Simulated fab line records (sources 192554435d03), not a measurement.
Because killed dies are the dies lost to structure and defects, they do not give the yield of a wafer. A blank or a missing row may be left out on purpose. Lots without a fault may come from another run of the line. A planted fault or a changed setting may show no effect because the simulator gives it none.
Which tool did it? :: flow n5_finfet :: 12 lots, 36 wafers sampled, at 5 steps of a route of 1938

== WHAT THE GAUGES READ, wafer by wafer ==
N5_BEOL_M1_THK_MEAS_53: measures by xrf.
lot: L075
measured: day 6 15:02
on: film_metro-01
M1_THK (nm): 38.8 40.5 41.3

lot: L077
measured: day 7 03:20
on: film_metro-02
M1_THK (nm): 37.3 38.4 40.4

lot: L079
measured: day 7 15:06
on: film_metro-01
M1_THK (nm): 40.9 42.6 40.4

lot: L081
measured: day 8 06:31
on: film_metro-01
M1_THK (nm): 39.9 40.8 40.2

lot: L083
measured: day 9 03:16
on: film_metro-02
M1_THK (nm): 41.9 40.9 40.9

lot: L085
measured: day 9 07:48
on: film_metro-01
M1_THK (nm): 39.8 40.6 40.5

lot: L087
measured: day 9 10:59
on: film_metro-01
M1_THK (nm): 38.7 39.0 39.3

lot: L089
measured: day 10 07:16
on: film_metro-02
M1_THK (nm): 39.3 40.2 40.3

lot: L091
measured: day 10 16:16
on: film_metro-01
M1_THK (nm): 41.7 38.6 41.7

lot: L093
measured: day 11 12:19
on: film_metro-02
M1_THK (nm): 35.5 36.3 39.2

lot: L095
measured: day 11 17:33
on: film_metro-01
M1_THK (nm): 39.4 40.3 38.2

lot: L096
measured: day 12 12:24
on: film_metro-02
M1_THK (nm): 39.2 39.7 38.4

== WHICH TOOL RAN EACH LOT (tool, then ch and the chambers of the sampled wafers, then the start) ==
lot: L075
N5_BEOL_M1_STRIP_66: rie_diel-01 ch 1,3, day 6 08:57
N5_BEOL_M1_ETCH_70: rie_diel-01 ch 0,3, day 6 11:04
N5_BEOL_M1_SPUTTER_79: pvd_sputter-02, day 6 12:26
N5_BEOL_M1_SPUTTER_96: pvd_sputter-02, day 6 13:59

lot: L077
N5_BEOL_M1_STRIP_66: rie_diel-02 ch 2,3, day 6 22:08
N5_BEOL_M1_ETCH_70: rie_diel-02 ch 0,2,3, day 6 23:13
N5_BEOL_M1_SPUTTER_79: pvd_sputter-03, day 7 01:01
N5_BEOL_M1_SPUTTER_96: pvd_sputter-03, day 7 02:33

lot: L079
N5_BEOL_M1_STRIP_66: rie_diel-02 ch 0,2, day 7 08:39
N5_BEOL_M1_ETCH_70: rie_diel-01 ch 0,2, day 7 11:11
N5_BEOL_M1_SPUTTER_79: pvd_sputter-03, day 7 12:46
N5_BEOL_M1_SPUTTER_96: pvd_sputter-03, day 7 14:19

lot: L081
N5_BEOL_M1_STRIP_66: rie_diel-01 ch 0,3, day 8 00:02
N5_BEOL_M1_ETCH_70: rie_diel-02 ch 0,2,3, day 8 02:26
N5_BEOL_M1_SPUTTER_79: pvd_sputter-01, day 8 04:11
N5_BEOL_M1_SPUTTER_96: pvd_sputter-01, day 8 05:43

lot: L083
N5_BEOL_M1_STRIP_66: rie_diel-01 ch 0,1,2, day 8 11:34
N5_BEOL_M1_ETCH_70: rie_diel-01 ch 0,2, day 8 23:04
N5_BEOL_M1_SPUTTER_79: pvd_sputter-03, day 9 00:56
N5_BEOL_M1_SPUTTER_96: pvd_sputter-03, day 9 02:28

lot: L085
N5_BEOL_M1_STRIP_66: rie_diel-02 ch 0,2, day 8 20:38
N5_BEOL_M1_ETCH_70: rie_diel-02 ch 1,2,3, day 9 03:58
N5_BEOL_M1_SPUTTER_79: pvd_sputter-03, day 9 05:27
N5_BEOL_M1_SPUTTER_96: pvd_sputter-03, day 9 06:59

lot: L087
N5_BEOL_M1_STRIP_66: rie_diel-06 ch 0,1,3, day 9 04:46
N5_BEOL_M1_ETCH_70: rie_diel-01 ch 0,2,3, day 9 06:52
N5_BEOL_M1_SPUTTER_79: pvd_sputter-01, day 9 08:40
N5_BEOL_M1_SPUTTER_96: pvd_sputter-01, day 9 10:12

lot: L089
N5_BEOL_M1_STRIP_66: rie_diel-02 ch 0,3, day 9 20:41
N5_BEOL_M1_ETCH_70: rie_diel-01 ch 0,1,2, day 10 02:28
N5_BEOL_M1_SPUTTER_79: pvd_sputter-02, day 10 04:55
N5_BEOL_M1_SPUTTER_96: pvd_sputter-02, day 10 06:28

lot: L091
N5_BEOL_M1_STRIP_66: rie_diel-06 ch 0,2,3, day 10 06:59
N5_BEOL_M1_ETCH_70: rie_diel-06 ch 0,1,2, day 10 11:34
N5_BEOL_M1_SPUTTER_79: pvd_sputter-03, day 10 13:56
N5_BEOL_M1_SPUTTER_96: pvd_sputter-03, day 10 15:28

lot: L093
N5_BEOL_M1_STRIP_66: rie_diel-01 ch 0,2, day 10 20:21
N5_BEOL_M1_ETCH_70: rie_diel-02 ch 0,1,2, day 11 08:05
N5_BEOL_M1_SPUTTER_79: pvd_sputter-01, day 11 10:00
N5_BEOL_M1_SPUTTER_96: pvd_sputter-01, day 11 11:32

lot: L095
N5_BEOL_M1_STRIP_66: rie_diel-02 ch 0,1,2, day 11 12:37
N5_BEOL_M1_ETCH_70: rie_diel-01 ch 1,2, day 11 13:50
N5_BEOL_M1_SPUTTER_79: pvd_sputter-02, day 11 15:13
N5_BEOL_M1_SPUTTER_96: pvd_sputter-02, day 11 16:46

lot: L096
N5_BEOL_M1_STRIP_66: rie_diel-02 ch 0,1, day 11 23:41
N5_BEOL_M1_ETCH_70: rie_diel-06 ch 0,3, day 12 07:16
N5_BEOL_M1_SPUTTER_79: pvd_sputter-01, day 12 10:04
N5_BEOL_M1_SPUTTER_96: pvd_sputter-01, day 12 11:36
- N5_BEOL_M1_STRIP_66: strips in CF4.
- N5_BEOL_M1_ETCH_70: etches SOC in N2/H2, target depth 80 nm, overetch 16 nm, time 120 s.
- N5_BEOL_M1_SPUTTER_79: material Cu, target thk 4.5 nm, time 8.29 s.
- N5_BEOL_M1_SPUTTER_96: material Cu, target thk 4.5 nm, time 8.29 s.

== THE ANSWER, worked out from the rows above alone ==
Rule: the lots themselves supply what counts as usual. Put in order of their means at a reading, lots are off if they are a third of the lots or fewer, leave a main group of 4 or more, and stand apart from it by a gap of 3 or more times the standard deviation of the main group's means; of several such gaps the widest counts. A main group whose means are all the same, to the digits that the tables above print for the reading, isn't used. A lot without any number at a reading at which 4 lots or more have one is off too. Where the step has rows for the other lots, those lots are counted as sound.
No lot is off on any of the readings shown, so nothing can be concluded from this.

== WHAT WAS PUT IN BY THE SIMULATOR ==
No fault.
